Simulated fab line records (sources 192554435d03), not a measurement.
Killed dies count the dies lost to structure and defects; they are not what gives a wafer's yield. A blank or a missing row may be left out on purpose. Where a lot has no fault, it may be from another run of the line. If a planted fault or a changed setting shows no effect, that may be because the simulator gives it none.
Split-lot experiment ; flow n5_finfet ; 39 wafers read from 7 lots, route of 1938 steps

== ON THE SPLIT ==
At N5_MOL_CONTACT_COAG_ALD_131 (deposits SiO2, target thk 5 nm, pulse time 1 s, co reactant pulse time 1 s), the setting ald_cycles was moved away from the recipe's 35 on 12 of the 39 wafers read, by -11.4% to +8.6%. For the rest of the wafers, this setting stayed at what the recipe calls for.

The reading comes from the split's own step.

== THE READING ==
SiO2_of_MOL_CONTACT_COAG_ALD_131.thk_nm (the simulator's own value, which no gauge read), in nm, at N5_MOL_CONTACT_COAG_ALD_131 (deposits SiO2, target thk 5 nm, pulse time 1 s, co reactant pulse time 1 s). The file gives no usual value for it.

wafer;tool, chamber at the split;ald_cycles as run;against the recipe;SiO2_of_MOL_CONTACT_COAG_ALD_131.thk_nm, nm;against lot-mates on the recipe
L076.1;ald_sin-01, 3,0,2,1,2,3;35;recipe;5;-
L076.2;ald_sin-01, 3,0,2,1,2,3;35;recipe;5;-
L076.3;ald_sin-01, 3,0,2,1,2,3;35;recipe;5;-
L076.4;ald_sin-01, 3,0,2,1,2,3;35;recipe;5;-
L076.5;ald_sin-01, 3,0,2,1,2,3;35;recipe;5;-
L076.6;ald_sin-01, 3,0,2,1,2,3;35;recipe;5;-
L083.1;ald_sin-03, 0,1,0;38;+8.6%;5.4;+0.4
L083.2;ald_sin-03, 0,1,0;38;+8.6%;5.4;+0.4
L083.6;ald_sin-03, 0,1,0;38;+8.6%;5.4;+0.4
L083.3;ald_sin-03, 2,3,1;35;recipe;5;-
L083.4;ald_sin-03, 2,3,1;35;recipe;5;-
L083.5;ald_sin-03, 2,3,1;35;recipe;5;-
L084.1;ald_sin-04, 2,3,3;31;-11.4%;4.4;-0.6
L084.2;ald_sin-04, 2,3,3;31;-11.4%;4.4;-0.6
L084.5;ald_sin-04, 2,3,3;31;-11.4%;4.4;-0.6
L084.3;ald_sin-04, 1,0,0;35;recipe;5;-
L084.4;ald_sin-04, 1,0,0;35;recipe;5;-
L084.6;ald_sin-04, 1,0,0;35;recipe;5;-
L085.1;ald_sin-03, 1,2,0,3,2,1;35;recipe;5;-
L085.2;ald_sin-03, 1,2,0,3,2,1;35;recipe;5;-
L085.3;ald_sin-03, 1,2,0,3,2,1;35;recipe;5;-
L085.4;ald_sin-03, 1,2,0,3,2,1;35;recipe;5;-
L085.5;ald_sin-03, 1,2,0,3,2,1;35;recipe;5;-
L085.6;ald_sin-03, 1,2,0,3,2,1;35;recipe;5;-
L090.1;ald_sin-03, 1;33;-5.7%;4.6;-0.4
L090.2;ald_sin-03, 0,2,3;35;recipe;5;-
L090.3;ald_sin-03, 0,2,3;35;recipe;5;-
L090.5;ald_sin-03, 0,2,3;35;recipe;5;-
L090.4;ald_sin-03, 3,0;33;-5.7%;4.8;-0.2
L090.6;ald_sin-03, 3,0;33;-5.7%;4.8;-0.2
L095.1;ald_sin-03, 1,2,2;35;recipe;5;-
L095.4;ald_sin-03, 1,2,2;35;recipe;5;-
L095.5;ald_sin-03, 1,2,2;35;recipe;5;-
L095.2;ald_sin-03, 0,3,3;32;-8.6%;4.6;-0.4
L095.3;ald_sin-03, 0,3,3;32;-8.6%;4.6;-0.4
L095.6;ald_sin-03, 0,3,3;32;-8.6%;4.6;-0.4
L096.1;ald_sin-04, 2,3,1;35;recipe;5;-
L096.4;ald_sin-04, 2,3,1;35;recipe;5;-
L096.6;ald_sin-04, 2,3,1;35;recipe;5;-
When a row names more than one chamber, that row covers several wafers, and the file does not tell which wafer ran in which chamber.

THE FIT
A straight line over all 39 wafers: SiO2_of_MOL_CONTACT_COAG_ALD_131.thk_nm changes by +0.049 nm for each +1% of ald_cycles; r = +0.99; the points scatter about the line by 0.03 nm.
The same after taking each lot's own level away (the mean of its wafers on the recipe; 39 wafers): +0.049 nm for each +1%; r = +0.99; scatter 0.03 nm.
On that fit, the largest move of ald_cycles shifts the reading by 0.56 nm.
The lots' own levels span 5.00 to 5.00 nm.
The two slopes are in agreement: the lot-to-lot level therefore moves the slope only a little.
Check: for one of the wafers moved furthest among these (-11.4%), held out of the fit, the line's prediction against its lot-mates is -0.556 nm. Against them it came out at -0.6 nm.

== OTHER SPLITS ON THESE WAFERS ==
Note: prior to the reading, these wafers also went through further splits. Each is held against what the fit with the lots' levels taken away leaves over:
other split on the same wafers;wafers away from the commonest value;r with SiO2_of_MOL_CONTACT_COAG_ALD_131.thk_nm (lot level and that fit taken away)
N5_HKMG_FIN_ETCH_32 target_depth_a;15;+0.15

== THE FILE'S OWN FIT ==
SiO2_of_MOL_CONTACT_COAG_ALD_131.thk_nm changes by +0.0491 nm for each +1% of ald_cycles, r = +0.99.
